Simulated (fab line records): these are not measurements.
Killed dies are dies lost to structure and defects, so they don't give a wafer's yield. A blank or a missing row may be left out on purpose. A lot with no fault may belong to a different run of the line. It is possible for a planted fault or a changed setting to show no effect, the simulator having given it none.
A struck lot beside a sound one / flow nand harc / 14 out of 1302 route steps
Sound: these wafers, L913.4, L913.5, L913.6. Wafers struck: L918.2, L918.3, L918.6. Last of all comes the cause.
For every step that has rows: the tool of each side, followed by ch and its chambers, followed by its first start. Under that, the readings that differ: sound wafers / struck wafers / difference of the means / sigmas: that difference in standard deviations of wafers without a fault.
alike: a reading whose means differ by less than 2 such deviations, as well as words and numbers matching on both sides. not compared: withheld readings; readings where some wafer has no value; bounds like >300 that might hide an equal value; numbers whose values overlap and for which the record gives no deviation.
Wherever a step has rows on one side only, a row that says differs or no value, or a row with sigmas, the two part there. Numbers that don't overlap but have no deviation are shown without sigmas and don't part them. A reading missing from all wafers of one side parts the sides only when that side holds two or more wafers.

first, 1 step without rows for these wafers: NHARC_A_ONON_D1_DEP_12 (target thk 1000 nm).
NHARC_A_ONON_D1_THK_MEAS_14: measures by ellipsometry.
  sound: film metro-02 at day 9 02:18; struck: film metro-02 at day 11 10:47
  alike: thk nm
then, 2 steps without rows for these wafers: NHARC_A_ONON_D1_ANNEAL_15 (time 3600 s); NHARC_A_ONON_D1_DEP_16 (target thk 1000 nm).
NHARC_A_ONON_D1_THK_MEAS_18: measures by ellipsometry.
  sound: film metro-02 at day 9 11:28; struck: film metro-02 at day 11 19:37
  alike: thk nm
after that, 1 step with no rows for these wafers: NHARC_A_ONON_D1_DEP_19 (target thk 1000 nm).
NHARC_A_ONON_D1_THK_MEAS_21: measures by ellipsometry.
  sound: film metro-02 at day 9 12:01; struck: film metro-01 at day 11 20:26
  alike: thk nm
after that, 1 step with no rows for these wafers: NHARC_A_ONON_D1_DEP_22 (target thk 1000 nm).
NHARC_A_ONON_D1_THK_MEAS_24: measures by ellipsometry.
  sound: film metro-01 at day 9 12:35; struck: film metro-02 at day 11 21:00
reading=thk nm (nm); sound=986 987 987; struck=1007 1005 1007; difference=+20; sigmas=+2
after that, 1 step with no rows for these wafers: NHARC_A_ONON_D1_DEP_25 (target thk 1000 nm).
NHARC_A_ONON_D1_THK_MEAS_27: measures by ellipsometry.
  sound: film metro-01 at day 9 13:10; struck: film metro-01 at day 11 21:34
  alike: thk nm
NHARC_A_ONON_D1_DEP_28: target thk 1000 nm.
  sound on pecvd onon-02 ch 0, day 9 13:23; struck on pecvd onon-02 ch 0, day 11 21:41
  alike: sih4 flow sccm
NHARC_A_ONON_D1_THK_MEAS_30: measures by ellipsometry.
  sound: film metro-01 at day 9 13:43; struck: film metro-02 at day 11 22:08
reading=thk nm (nm); sound=1003 1001 1003; struck=1048 1047 1045; difference=+44; sigmas=+5
NHARC_A_ONON_D1_DEP_33: deposits SiO2, target thk 200 nm.
  sound on pecvd-04 ch 0,1,2, day 9 13:55; struck on pecvd-02 ch 1,2, day 11 22:11
  alike: heater power w, throttle valve pct

WHERE THEY PART
First at NHARC_A_ONON_D1_THK_MEAS_24; last, within this record, at NHARC_A_ONON_D1_THK_MEAS_30. Later steps at which nothing parts them and some readings are alike: NHARC_A_ONON_D1_DEP_33.

WHY: whatever the simulator had introduced
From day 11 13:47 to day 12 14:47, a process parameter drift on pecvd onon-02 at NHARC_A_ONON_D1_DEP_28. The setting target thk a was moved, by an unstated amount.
